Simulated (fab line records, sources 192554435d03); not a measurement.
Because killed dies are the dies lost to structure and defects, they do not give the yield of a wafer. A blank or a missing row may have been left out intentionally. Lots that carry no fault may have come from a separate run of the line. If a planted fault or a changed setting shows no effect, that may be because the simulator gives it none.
fab line records	flow n5-finfet
[record] lots = 7	wafers = 21
route steps=1938 shown BEOL_M0@721 BEOL_M2@887 BEOL_M3@950 BEOL_M4@1064 BEOL_M5@1123
start-h: hours from the record's opening day to when the first of the lot's shown wafers began	wait-h: how many hours have passed since the lot's step before this one	" the same as in the row above	L1.1+2: one row covering several wafers at once	- no value, or no start was given	* or withheld: withheld	< > ~ a bound
route shown NAME@n: NAME is a module with steps in the file, n the number in the route of the first one	usual: average and standard deviation across the fault-free wafers	same: alike in all rows	chamber/n: place in a boat	sites: each site's reading	_std_site: standard deviation of those values	_edge_site: inner sites' mean taken away from outer sites' mean	radius-mm: how far each site lies from the wafer's centre	mask NAME#n: copy n	behind: the tool/chamber that last shaped the wafer	hold: why the lot was held/for how many hours/how that ended	device: the n, p or np transistor that did not switch	end of line: at the end of the route, the tests of the same wafers	a step given without rows: its recipe and nothing more	killed: dies that structure and defects cost at the first sort, which is not the same as the wafer's yield	map: a wafer's dies, marking killed ones x, the rest . and places with no die _
set.NAME: the setting as run; set.NAME@STEP: as run at that earlier step	model.NAME: the simulator's own value behind a step, which no gauge read
lots where settings were altered on purpose, with a table for each step and a row for each wafer
[[steps]]
[step N5_BEOL_M0_TRENCH_ETCH_107]
[recipe] chemistry = C4F6/O2	target-depth-a = 328	target = SiOC	time-s = 16.4	ion-energy-ev = 250	pressure-mtorr = 30	source-w = 355	bias-w = 185	Ar_flow_sccm = 300	C4F6_flow_sccm = 10	O2_flow_sccm = 10
lot.wafer	tool	chamber	start-h	wait-h	set.target-depth-a
L078.1	rie-diel-01	1	138.99	0.0	328
L078.3+5	"	3,1	"	"	298.2
L079.2	rie-diel-03	1	143.33	0.0	314.3
L079.5+6	"	3,2	"	"	328
L081.3+4+6	rie-diel-06	0,1,2	155.87	0.0	328
L083.1	rie-diel-06	1	170.69	0.0	328
L083.2+4	"	0,1	"	"	311.2
L086.2	rie-diel-03	3	199.20	0.0	328
L086.4+6	"	0,1	"	"	306.2
L089.2+4+5	rie-diel-03	2,1,2	207.66	0.0	328
L091.1+2	rie-diel-01	0,2	215.78	0.0	328
L091.4	"	0	"	"	349.3
[step N5_BEOL_M0_STRIP_142]
[recipe] chemistry = N2/H2	time-s = 10	power-w = 450	temp-c = 40	pressure-mtorr = 20	rf-frequency-hz = 6e+07	bias-power-w = 7	n2-flow-sccm = 200	h2-flow-sccm = 200
[step N5_BEOL_M0_OCD_MEAS_108]
[usual] trench-depth-nm = 33.1/0.65
lot.wafer	tool	chamber	start-h	wait-h	set.target-depth-a@BEOL_M0_TRENCH_ETCH_107	trench-depth-nm
L078.1	ocd-01	-	139.09	0.1	328	32.8
L078.3	"	-	"	"	298.2	30.2
L078.5	"	-	"	"	298.2	30.0
L079.2	ocd-01	-	143.43	0.1	314.3	31.2
L079.5	"	-	"	"	328	33.4
L079.6	"	-	"	"	328	32.8
L081.3	ocd-01	-	155.97	0.1	328	33.1
L081.4	"	-	"	"	328	33.7
L081.6	"	-	"	"	328	32.1
L083.1	ocd-02	-	170.83	0.1	328	33.3
L083.2	"	-	"	"	311.2	32.0
L083.4	"	-	"	"	311.2	32.2
L086.2	ocd-02	-	199.31	0.1	328	33.7
L086.4	"	-	"	"	306.2	30.2
L086.6	"	-	"	"	306.2	30.1
L089.2	ocd-02	-	207.77	0.1	328	33.2
L089.4	"	-	"	"	328	33.0
L089.5	"	-	"	"	328	33.3
L091.1	ocd-01	-	215.88	0.1	328	32.3
L091.2	"	-	"	"	328	34.1
L091.4	"	-	"	"	349.3	34.3
[step N5_BEOL_M0_ETCH_109]
[recipe] chemistry = CH3F/O2	target-depth-a = 80	overetch-a = 24	target = SiCN	time-s = 27.4	ion-energy-ev = 120	pressure-mtorr = 30	source-w = 395	bias-w = 75	Ar_flow_sccm = 150	CH3F_flow_sccm = 30	O2_flow_sccm = 20
[usual] rf-vpp-V = 298.2/1.5
lot.wafer	tool	chamber	start-h	wait-h	set.bias-w	rf-vpp-V
L078.1	rie-diel-06	0	139.23	0.1	84.94	320.8
L078.3	"	2	"	"	75	298.0
L078.5	"	0	"	"	84.94	322.3
L079.2	rie-diel-03	2	143.62	0.1	75	298.5
L079.5	"	2	"	"	75	298.6
L079.6	"	1	"	"	75	299.0
L081.3	rie-diel-01	3	156.08	0.0	81.15	313.6
L081.4	"	0	"	"	75	300.4
L081.6	"	1	"	"	81.15	311.0
L083.1	rie-diel-01	1	170.94	0.0	66.72	274.5
L083.2	"	3	"	"	75	298.2
L083.4	"	0	"	"	75	299.4
L086.2	rie-diel-03	0	199.56	0.2	64.68	272.4
L086.4	"	3	"	"	75	297.1
L086.6	"	3	"	"	64.68	269.0
L089.2	rie-diel-03	3	207.89	0.0	75	294.7
L089.4	"	0	"	"	75	298.8
L089.5	"	2	"	"	75	298.6
L091.1	rie-diel-06	3	216.04	0.1	64.68	272.9
L091.2	"	1	"	"	75	299.2
L091.4	"	1	"	"	64.68	273.2
[step N5_BEOL_M2_VIA_ETCH_34]
[recipe] chemistry = C4F6/O2	target-depth-a = 694	mask-material = SOC	pressure-mtorr = 15	ion-energy-ev = 250	taper-deg = 4	time-s = 65.9	source-w = 350	bias-w = 170	Ar_flow_sccm = 300	C4F6_flow_sccm = 10	O2_flow_sccm = 10
lot.wafer	tool	chamber	start-h	wait-h	set.time-s	model.etch.depth-nm	model.SOC_of_BEOL_M2_COAT_67.thk-nm
L078.1	rie-diel-06	1	167.34	0.0	75.57	80.35	50.2
L078.3	"	0	"	"	75.57	80.45	50.6
L078.5	"	1	"	"	75.57	79.82	50.6
L079.2	rie-diel-01	2	169.08	0.0	65.9	70.98	52
L079.5	"	0	"	"	56.13	58.23	53.2
L079.6	"	1	"	"	65.9	68.45	52.4
L081.3	rie-diel-03	0	184.29	0.0	72.1	75.2	51.6
L081.4	"	2	"	"	65.9	71.27	51.6
L081.6	"	0	"	"	65.9	69.13	52.2
L083.1	rie-diel-01	0	198.63	0.0	65.9	69.06	52.2
L083.2	"	1	"	"	69.9	73.28	51.6
L083.4	"	0	"	"	65.9	68.69	52
L086.2	rie-diel-01	0	222.66	0.0	65.9	68.11	52.2
L086.4	"	0	"	"	55.06	56.73	53.6
L086.6	"	3	"	"	65.9	71.76	51.8
L089.2	rie-diel-06	2	232.38	0.0	65.9	71.46	51.6
L089.4	"	0	"	"	65.9	70.65	51.8
L089.5	"	3	"	"	65.9	68.5	51.8
L091.1	rie-diel-03	2	246.28	0.0	65.9	70.27	51.8
L091.2	"	3	"	"	65.9	71.24	51.8
L091.4	"	1	"	"	65.9	70.24	51.8
[step N5_BEOL_M2_TRENCH_ETCH_37]
[recipe] chemistry = C4F6/O2	target-depth-a = 555.55	target = SiOC	time-s = 29.2	ion-energy-ev = 250	pressure-mtorr = 30	source-w = 355	bias-w = 185	Ar_flow_sccm = 300	C4F6_flow_sccm = 10	O2_flow_sccm = 10
[usual] rf-vpp-V = 666/14
lot.wafer	tool	chamber	start-h	wait-h	set.bias-w	rf-vpp-V
L078.1	rie-diel-06	1	-	-	185	690
L078.3	"	0	"	"	185	687
L078.5	"	1	"	"	185	689
L079.2	rie-diel-01	2	-	-	162.9	604
L079.5	"	0	"	"	185	669
L079.6	"	1	"	"	185	642
L081.3	rie-diel-03	0	-	-	185	672
L081.4	"	2	"	"	185	652
L081.6	"	0	"	"	185	673
L083.1	rie-diel-01	0	-	-	201.2	712
L083.2	"	1	"	"	185	641
L083.4	"	0	"	"	201.2	712
L086.2	rie-diel-01	0	-	-	185	667
L086.4	"	0	"	"	185	668
L086.6	"	3	"	"	185	675
L089.2	rie-diel-06	2	-	-	185	650
L089.4	"	0	"	"	185	686
L089.5	"	3	"	"	185	655
L091.1	rie-diel-03	2	-	-	185	650
L091.2	"	3	"	"	205.4	714
L091.4	"	1	"	"	185	665
[step N5_BEOL_M3_ETCH_64]
[recipe] chemistry = N2/H2	target = SOC	target-depth-a = 750	overetch-a = 150	mask-material = SiARC	temp-c = 40	time-s = 112.5	ion-energy-ev = 200	pressure-mtorr = 30	source-w = 840	bias-w = 150	n2-flow-sccm = 200	h2-flow-sccm = 200
lot.wafer	tool	chamber	start-h	wait-h	set.time-s	model.SiARC_of_BEOL_M3_COAT_62.thk-nm
L078.1	rie-diel-04	0	179.40	0.0	112.5	6.8
L078.3+5	"	2,1	"	"	112.5	6.6
L079.2+6	rie-diel-05	3,0	180.81	0.0	112.5	6.8
L079.5	"	3	"	"	112.5	6.6
L081.3	rie-diel-04	3	192.16	0.0	124.2	6.2
L081.4+6	"	1,2	"	"	112.5	6.6
L083.1+2	rie-diel-02	3,0	206.30	0.0	112.5	7
L083.4	"	2	"	"	112.5	7.2
L086.2+6	rie-diel-02	2,0	229.25	0.0	88.43	8
L086.4	"	3	"	"	112.5	6.8
L089.2+4	rie-diel-05	3,1	241.25	0.0	112.5	6.8
L089.5	"	0	"	"	112.5	7
L091.1+2	rie-diel-04	3,2	252.31	0.0	88.37	7.8
L091.4	"	0	"	"	112.5	6.8
[step N5_BEOL_M3_COAT_76]
[recipe] resist = underlayer	temp-c = 205	time-s = 60	spin-rpm = 1500	resist-thk-nm = 5
lot.wafer	tool	chamber	start-h	wait-h	set.spin-rpm
L078.1+3	litho-track-01	0	-	-	1500
L078.5	"	0	"	"	1604
L079.2+5	litho-track-05	0	-	-	1500
L079.6	"	0	"	"	1382
L081.3+4	litho-track-02	0	-	-	1430
L081.6	"	0	"	"	1500
L083.1+2	litho-track-01	0	-	-	1636
L083.4	"	0	"	"	1500
L086.2+4	litho-track-02	0	-	-	1500
L086.6	"	0	"	"	1450
L089.2+4+5	litho-track-02	0	-	-	1500
L091.1	litho-track-05	0	-	-	1548
L091.2+4	"	0	"	"	1500
[step N5_BEOL_M3_DESCUM_33]
[recipe] chemistry = O2	time-s = 7	source-power-w = 50	bias-power-w = 20	pressure-mtorr = 20	rf-frequency-hz = 2.712e+07	temp-c = 40	resist = CAR-EUV	o2-flow-sccm = 225
lot.wafer	tool	chamber	start-h	wait-h	set.time-s	model.CAR-EUV_of_BEOL_M3_COAT_22.thk-nm
L078.1+3	rie-diel-04	2,0	180.61	0.3	7	26
L078.5	"	1	"	"	7	26.2
L079.2+5	rie-diel-04	0	181.60	0.0	7	26.2
L079.6	"	1	"	"	5.945	26.6
L081.3+6	rie-diel-05	0,3	193.47	0.4	7	26
L081.4	"	1	"	"	7	26.2
L083.1+2	rie-diel-04	3,1	207.15	0.0	7	26
L083.4	"	0	"	"	6.399	26.4
L086.2	rie-diel-04	0	230.29	0.0	7	26
L086.4	"	2	"	"	7	26.2
L086.6	"	1	"	"	8.315	25.4
L089.2+5	rie-diel-04	3,1	242.06	0.0	7	26
L089.4	"	0	"	"	7	25.8
L091.1	rie-diel-04	3	253.42	0.0	7	26.2
L091.2+4	"	1,2	"	"	6.383	26.4
[step N5_BEOL_M3_ETCH_77]
[recipe] chemistry = N2/H2	target = underlayer	target-depth-a = 65	mask-material = CAR-EUV	time-s = 5.2	ion-energy-ev = 200	pressure-mtorr = 30	source-w = 840	bias-w = 150	n2-flow-sccm = 200	h2-flow-sccm = 200	ends = cleared
lot.wafer	tool	chamber	start-h	wait-h	set.spin-rpm@BEOL_M3_COAT_76	model.etch.depth-nm
L078.1	rie-diel-04	2	180.64	0.0	1500	4.981
L078.3	"	0	"	"	1500	4.994
L078.5	"	1	"	"	1604	4.809
L079.2+5	rie-diel-04	0	181.63	0.0	1500	5.016
L079.6	"	1	"	"	1382	5.216
L081.3	rie-diel-05	0	193.50	0.0	1430	5.105
L081.4	"	1	"	"	1430	5.111
L081.6	"	3	"	"	1500	4.993
L083.1	rie-diel-04	3	207.18	0.0	1636	4.804
L083.2	"	1	"	"	1636	4.792
L083.4	"	0	"	"	1500	5.015
L086.2	rie-diel-04	0	230.33	0.0	1500	4.996
L086.4	"	2	"	"	1500	5.005
L086.6	"	1	"	"	1450	5.107
L089.2	rie-diel-04	3	242.09	0.0	1500	4.982
L089.4	"	0	"	"	1500	4.988
L089.5	"	1	"	"	1500	4.997
L091.1	rie-diel-04	3	253.46	0.0	1548	4.94
L091.2	"	1	"	"	1500	5.009
L091.4	"	2	"	"	1500	5.018
[step N5_BEOL_M3_ETCH_70]
[recipe] chemistry = N2/H2	target = SOC	target-depth-a = 800	overetch-a = 160	mask-material = SiARC	temp-c = 40	time-s = 120	ion-energy-ev = 200	pressure-mtorr = 30	source-w = 840	bias-w = 150	n2-flow-sccm = 200	h2-flow-sccm = 200
[usual] rf-vpp-V = 524.7/2
lot.wafer	tool	chamber	start-h	wait-h	set.bias-w	rf-vpp-V	model.SiARC_of_BEOL_M3_COAT_68.thk-nm
L078.1	rie-diel-04	3	184.46	0.0	176.3	581.8	5.2
L078.3	"	2	"	"	176.3	581.8	4.8
L078.5	"	1	"	"	150	524.2	6.2
L079.2	rie-diel-04	0	184.93	0.0	150	523.1	6.4
L079.5	"	1	"	"	142.8	505.0	6.6
L079.6	"	0	"	"	142.8	507.6	6.8
L081.3	rie-diel-04	3	198.13	0.0	137.8	498.4	7
L081.4	"	1	"	"	150	521.4	6.2
L081.6	"	0	"	"	137.8	497.9	7
L083.1	rie-diel-04	0	211.80	0.0	124.8	465.9	7.6
L083.2	"	3	"	"	150	526.3	6.4
L083.4	"	1	"	"	150	522.8	6.2
L086.2	rie-diel-02	0	235.80	0.0	132.4	489.1	7.2
L086.4	"	3	"	"	150	525.4	6.4
L086.6	"	0	"	"	150	526.8	6.4
L089.2	rie-diel-05	1	245.08	0.0	150	523.4	6.2
L089.4	"	3	"	"	150	522.6	6.2
L089.5	"	2	"	"	150	525.4	6.6
L091.1	rie-diel-05	0	255.04	0.0	168.7	567.0	5.6
L091.2	"	3	"	"	168.7	562.0	5.4
L091.4	"	1	"	"	150	523.9	6.2
[step N5_BEOL_M4_ETCH_70]
[recipe] chemistry = N2/H2	target = SOC	target-depth-a = 800	overetch-a = 240	mask-material = SiARC	temp-c = 40	time-s = 130	ion-energy-ev = 200	pressure-mtorr = 30	source-w = 840	bias-w = 150	n2-flow-sccm = 200	h2-flow-sccm = 200
lot.wafer	tool	chamber	start-h	wait-h	set.time-s	model.SiARC_of_BEOL_M4_COAT_68.thk-nm
L078.1	rie-diel-03	3	193.99	0.0	130	5.6
L078.3	"	0	"	"	105.9	7
L078.5	"	0	"	"	130	6
L079.2+6	rie-diel-01	0	194.02	0.0	112.1	6.8
L079.5	"	2	"	"	130	5.6
L081.3	rie-diel-03	2	212.15	0.0	130	5.8
L081.4	"	1	"	"	130	5.6
L081.6	"	0	"	"	130	6
L083.1	rie-diel-03	2	220.54	0.0	146.4	5.2
L083.2	"	3	"	"	130	5.8
L083.4	"	1	"	"	146.4	4.8
L086.2	rie-diel-03	3	248.55	0.0	130	5.6
L086.4	"	2	"	"	110.2	6.6
L086.6	"	0	"	"	110.2	6.8
L089.2+5	rie-diel-01	3	255.27	0.0	130	5.4
L089.4	"	0	"	"	130	6
L091.1	rie-diel-01	2	263.06	0.0	130	5.6
L091.2	"	3	"	"	130	5.4
L091.4	"	0	"	"	130	6.2
[step N5_BEOL_M4_TRENCH_ETCH_37]
[recipe] chemistry = C4F6/O2	target-depth-a = 555.55	target = SiOC	time-s = 29.2	ion-energy-ev = 250	pressure-mtorr = 30	source-w = 355	bias-w = 185	Ar_flow_sccm = 300	C4F6_flow_sccm = 10	O2_flow_sccm = 10
lot.wafer	tool	chamber	start-h	wait-h	set.time-s	model.BEOL_M4.feature-depth-nm	model.etch.depth-nm
L078.1	rie-diel-03	3	-	-	35.37	68.2	68.26
L078.3	"	0	"	"	29.2	55.4	55.41
L078.5	"	0	"	"	29.2	55.2	55.28
L079.2	rie-diel-01	0	-	-	29.2	54.6	54.52
L079.5	"	2	"	"	32.98	64.4	64.32
L079.6	"	0	"	"	29.2	54.4	54.49
L081.3	rie-diel-03	2	-	-	29.2	56.4	56.3
L081.4	"	1	"	"	29.2	56	56.04
L081.6	"	0	"	"	29.2	55.4	55.45
L083.1	rie-diel-03	2	-	-	29.2	56	56.05
L083.2	"	3	"	"	29.2	56.4	56.35
L083.4	"	1	"	"	29.2	55.8	55.88
L086.2	rie-diel-03	3	-	-	24.44	47.4	47.44
L086.4	"	2	"	"	24.44	47	47.07
L086.6	"	0	"	"	29.2	55.2	55.15
L089.2	rie-diel-01	3	-	-	29.2	58.4	58.36
L089.4	"	0	"	"	29.2	54.4	54.41
L089.5	"	3	"	"	29.2	58	57.91
L091.1	rie-diel-01	2	-	-	25.11	49.6	49.69
L091.2	"	3	"	"	29.2	58.8	58.88
L091.4	"	0	"	"	25.11	47.8	47.74
[step N5_BEOL_M4_ETCH_41]
[recipe] chemistry = CH3F/O2	target = SiCN	target-depth-a = 299	taper-deg = 2	time-s = 52.5	ion-energy-ev = 120	mask-material = TiN	pressure-mtorr = 30	source-w = 395	bias-w = 75	Ar_flow_sccm = 150	CH3F_flow_sccm = 30	O2_flow_sccm = 20
[step N5_BEOL_M4_STRIP_97]
[recipe] chemistry = N2/H2	time-s = 10	power-w = 450	temp-c = 40	pressure-mtorr = 20	rf-frequency-hz = 6e+07	bias-power-w = 7	n2-flow-sccm = 200	h2-flow-sccm = 200
[step N5_BEOL_M4_OCD_MEAS_38]
[usual] trench-depth-nm = 56.0/1.1
lot.wafer	tool	chamber	start-h	wait-h	set.time-s@BEOL_M4_TRENCH_ETCH_37	trench-depth-nm
L078.1	ocd-01	-	194.34	-	35.37	67.9
L078.3	"	-	"	"	29.2	55.4
L078.5	"	-	"	"	29.2	54.8
L079.2	ocd-02	-	194.38	-	29.2	54.8
L079.5	"	-	"	"	32.98	64.7
L079.6	"	-	"	"	29.2	53.6
L081.3	ocd-02	-	212.51	-	29.2	56.9
L081.4	"	-	"	"	29.2	55.8
L081.6	"	-	"	"	29.2	54.7
L083.1	ocd-02	-	220.90	-	29.2	56.2
L083.2	"	-	"	"	29.2	56.6
L083.4	"	-	"	"	29.2	56.1
L086.2	ocd-02	-	248.91	-	24.44	47.7
L086.4	"	-	"	"	24.44	47.2
L086.6	"	-	"	"	29.2	54.9
L089.2	ocd-01	-	255.63	-	29.2	58.3
L089.4	"	-	"	"	29.2	54.3
L089.5	"	-	"	"	29.2	57.3
L091.1	ocd-02	-	263.42	-	25.11	49.9
L091.2	"	-	"	"	29.2	59.1
L091.4	"	-	"	"	25.11	48.0
[step N5_BEOL_M4_HM_STRIP_39]
[recipe] chemistry = peroxide-tin-strip	material = TiN	target-depth-a = 250	temp-c = 50	time-s = 158
[step N5_BEOL_M4_SRD_40]
[recipe] time-s = 30	temp-c = 23	rinse-liquid = diw	dry = ipa-marangoni
[step N5_BEOL_M4_ECD_50]
[recipe] material = Cu	target-thk-a = 3000
[step N5_BEOL_M4_ANNEAL_51]
[recipe] temp-c = 225	time-s = 90	ambient = N2
[step N5_BEOL_M4_CMP_52]
[recipe] stop-on = SiOC	t-overpolish-s = 6.8	down-force-psi = 1	platen-rpm = 50	clearing-platen-down-force-psi = 1.5	clearing-platen-rpm = 50	post-cmp-clean = cu-alkaline	target-thk-nm = 40	clearing-platen-pad-velocity-m-s = 0.99484	pad-velocity-m-s = 0.99484
lot.wafer	tool	chamber	start-h	wait-h	set.time-s@BEOL_M4_TRENCH_ETCH_37	model.Cu_of_BEOL_M4_ECD_50.thk-nm
L079.2	cmp-03	1	197.80	0.2	29.2	40.4
L079.6	"	1	"	"	29.2	40
L079.5	"	2	"	"	32.98	51
L078.3	cmp-03	1	198.26	0.2	29.2	39.8
L078.1	"	0	"	"	35.37	52.2
L078.5	"	1	"	"	29.2	40.8
L081.4	cmp-03	1	216.24	0.2	29.2	41.2
L081.3+6	"	3,1	"	"	29.2	42
L083.4	cmp-03	3	224.03	0.1	29.2	39.2
L083.2	"	0	"	"	29.2	39.6
L083.1	"	1	"	"	29.2	39.4
L086.2	cmp-03	2	252.28	0.2	24.44	34.8
L086.4	"	0	"	"	24.44	31.6
L086.6	"	3	"	"	29.2	40
L089.2	cmp-03	2	259.86	0.3	29.2	45
L089.4	"	3	"	"	29.2	39.4
L089.5	"	0	"	"	29.2	42.2
L091.1	cmp-02	1	266.94	0.3	25.11	33
L091.2	"	3	"	"	29.2	42.8
L091.4	"	0	"	"	25.11	28.2
[step N5_BEOL_M4_THK_MEAS_53]
[recipe] thk-meas-gauge = xrf	reads = Cu_of_BEOL_M4_ECD_50
[usual] M4_THK = 39.7/1.7
lot.wafer	tool	chamber	start-h	wait-h	set.time-s@BEOL_M4_TRENCH_ETCH_37	M4_THK[nm]
L079.2	film-metro-01	-	198.10	-	29.2	39.4
L079.5	"	-	"	"	32.98	49.6
L079.6	"	-	"	"	29.2	38.8
L078.1	film-metro-02	-	198.56	-	35.37	51.9
L078.3	"	-	"	"	29.2	39.4
L078.5	"	-	"	"	29.2	40.4
L081.3	film-metro-02	-	216.50	-	29.2	41.0
L081.4	"	-	"	"	29.2	40.4
L081.6	"	-	"	"	29.2	41.0
L083.1	film-metro-01	-	224.33	-	29.2	38.4
L083.2	"	-	"	"	29.2	38.6
L083.4	"	-	"	"	29.2	38.4
L086.2	film-metro-01	-	252.58	-	24.44	33.9
L086.4	"	-	"	"	24.44	31.2
L086.6	"	-	"	"	29.2	39.2
L089.2	film-metro-02	-	260.08	-	29.2	44.0
L089.4	"	-	"	"	29.2	38.3
L089.5	"	-	"	"	29.2	40.9
L091.1	film-metro-01	-	267.24	-	25.11	32.4
L091.2	"	-	"	"	29.2	42.2
L091.4	"	-	"	"	25.11	27.8
[step N5_BEOL_M5_EXPOSE_08]
[recipe] mask-id = M5	na = 0.33	source-shape = annular	sigma-inner = 0.4	sigma-outer = 0.8	polarization = unpolarized	target-cd-nm = 28	dose-mj = 35.75
lot.wafer	tool	chamber	start-h	wait-h	mask	set.dose-mj
L079.2+5+6	euv-scanner-01	0	202.31	-	M5#0	35.75
L078.1+3	euv-scanner-02	0	202.47	-	M5#0	34.65
L078.5	"	0	"	"	M5#0	35.75
L081.3+6	euv-scanner-01	0	221.10	-	M5#0	34.36
L081.4	"	0	"	"	M5#0	35.75
L083.1+2+4	euv-scanner-01	0	228.33	-	M5#0	35.75
L086.2+4+6	euv-scanner-01	0	255.17	-	M5#0	36.69
L089.2+4+5	euv-scanner-02	0	262.95	-	M5#0	35.75
L091.1+2+4	euv-scanner-02	0	271.83	-	M5#0	37.07
[step N5_BEOL_M5_PEB_09]
[recipe] peb-temp-c = 100	peb-time-s = 60	resist = CAR-EUV
[step N5_BEOL_M5_DEVELOP_10]
[recipe] develop-time-s = 30	developer = TMAH	resist = CAR-EUV	rinse-liquid = surfactant-rinse	dry = air-spin	dev-temp-c = 23
[step N5_BEOL_M5_DESCUM_16]
[recipe] chemistry = O2	time-s = 7	source-power-w = 50	bias-power-w = 20	pressure-mtorr = 20	rf-frequency-hz = 2.712e+07	temp-c = 40	resist = CAR-EUV	o2-flow-sccm = 225
lot.wafer	tool	chamber	start-h	wait-h	set.dose-mj@BEOL_M5_EXPOSE_08	model.BEOL_M5.cd-nm
L079.2+6	rie-diel-05	1,0	202.56	0.0	35.75	28
L079.5	"	1	"	"	35.75	28.2
L078.1	rie-diel-05	3	202.79	0.1	34.65	27.4
L078.3	"	0	"	"	34.65	27
L078.5	"	3	"	"	35.75	28.2
L081.3	rie-diel-05	1	221.75	0.4	34.36	27.2
L081.4	"	1	"	"	35.75	28
L081.6	"	0	"	"	34.36	26.8
L083.1	rie-diel-02	0	228.63	0.1	35.75	28.2
L083.2+4	"	3,1	"	"	35.75	28
L086.2	rie-diel-05	0	255.43	0.0	36.69	28.4
L086.4	"	2	"	"	36.69	28.6
L086.6	"	0	"	"	36.69	28.8
L089.2	rie-diel-05	3	263.25	0.1	35.75	27.8
L089.4+5	"	2,1	"	"	35.75	28
L091.1	rie-diel-04	3	272.33	0.3	37.07	29
L091.2	"	0	"	"	37.07	28.6
L091.4	"	1	"	"	37.07	28.8
[[key]]
[split] step = N5_BEOL_M0_TRENCH_ETCH_107	setting = target-depth-a	stated = 328	by = wafer
[response] step = N5_BEOL_M0_OCD_MEAS_108	reading = trench-depth-nm	change = +0.324	per = 1%	r = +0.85
[split] step = N5_BEOL_M0_ETCH_109	setting = bias-w	stated = 75	by = wafer
[response] step = N5_BEOL_M0_ETCH_109	reading = rf-vpp-V	change = +1.88	per = 1%	r = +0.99
[split] step = N5_BEOL_M2_VIA_ETCH_34	setting = time-s	stated = 65.9	by = wafer
[response] step = N5_BEOL_M2_VIA_ETCH_34	reading = model.etch.depth-nm	change = +0.749	per = 1%	r = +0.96
[response] step = N5_BEOL_M2_VIA_ETCH_34	reading = model.SOC_of_BEOL_M2_COAT_67.thk-nm	change = -0.0763	per = 1%	r = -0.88
[split] step = N5_BEOL_M2_TRENCH_ETCH_37	setting = bias-w	stated = 185	by = wafer
[response] step = N5_BEOL_M2_TRENCH_ETCH_37	reading = rf-vpp-V	change = +5.44	per = 1%	r = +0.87
[split] step = N5_BEOL_M3_ETCH_64	setting = time-s	stated = 112.5	by = wafer
[response] step = N5_BEOL_M3_ETCH_64	reading = model.SiARC_of_BEOL_M3_COAT_62.thk-nm	change = -0.05	per = 1%	r = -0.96
[split] step = N5_BEOL_M3_COAT_76	setting = spin-rpm	stated = 1500	by = wafer
[response] step = N5_BEOL_M3_ETCH_77	reading = model.etch.depth-nm	change = -0.025	per = 1%	r = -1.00
[split] step = N5_BEOL_M3_DESCUM_33	setting = time-s	stated = 7	by = wafer
[response] step = N5_BEOL_M3_DESCUM_33	reading = model.CAR-EUV_of_BEOL_M3_COAT_22.thk-nm	change = -0.0333	per = 1%	r = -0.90
[split] step = N5_BEOL_M3_ETCH_70	setting = bias-w	stated = 150	by = wafer
[response] step = N5_BEOL_M3_ETCH_70	reading = rf-vpp-V	change = +3.3	per = 1%	r = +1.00
[response] step = N5_BEOL_M3_ETCH_70	reading = model.SiARC_of_BEOL_M3_COAT_68.thk-nm	change = -0.0709	per = 1%	r = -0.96
[split] step = N5_BEOL_M4_ETCH_70	setting = time-s	stated = 130	by = wafer
[response] step = N5_BEOL_M4_ETCH_70	reading = model.SiARC_of_BEOL_M4_COAT_68.thk-nm	change = -0.071	per = 1%	r = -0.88
[split] step = N5_BEOL_M4_TRENCH_ETCH_37	setting = time-s	stated = 29.2	by = wafer
[response] step = N5_BEOL_M4_TRENCH_ETCH_37	reading = model.BEOL_M4.feature-depth-nm	change = +0.625	per = 1%	r = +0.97
[response] step = N5_BEOL_M4_TRENCH_ETCH_37	reading = model.etch.depth-nm	change = +0.624	per = 1%	r = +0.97
[response] step = N5_BEOL_M4_OCD_MEAS_38	reading = trench-depth-nm	change = +0.621	per = 1%	r = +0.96
[response] step = N5_BEOL_M4_CMP_52	reading = model.Cu_of_BEOL_M4_ECD_50.thk-nm	change = +0.625	per = 1%	r = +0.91
[response] step = N5_BEOL_M4_THK_MEAS_53	reading = M4_THK	change = +0.619	per = 1%	r = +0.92
[split] step = N5_BEOL_M5_EXPOSE_08	setting = dose-mj	stated = 35.75	by = wafer
[response] step = N5_BEOL_M5_DESCUM_16	reading = model.BEOL_M5.cd-nm	change = +0.283	per = 1%	r = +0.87
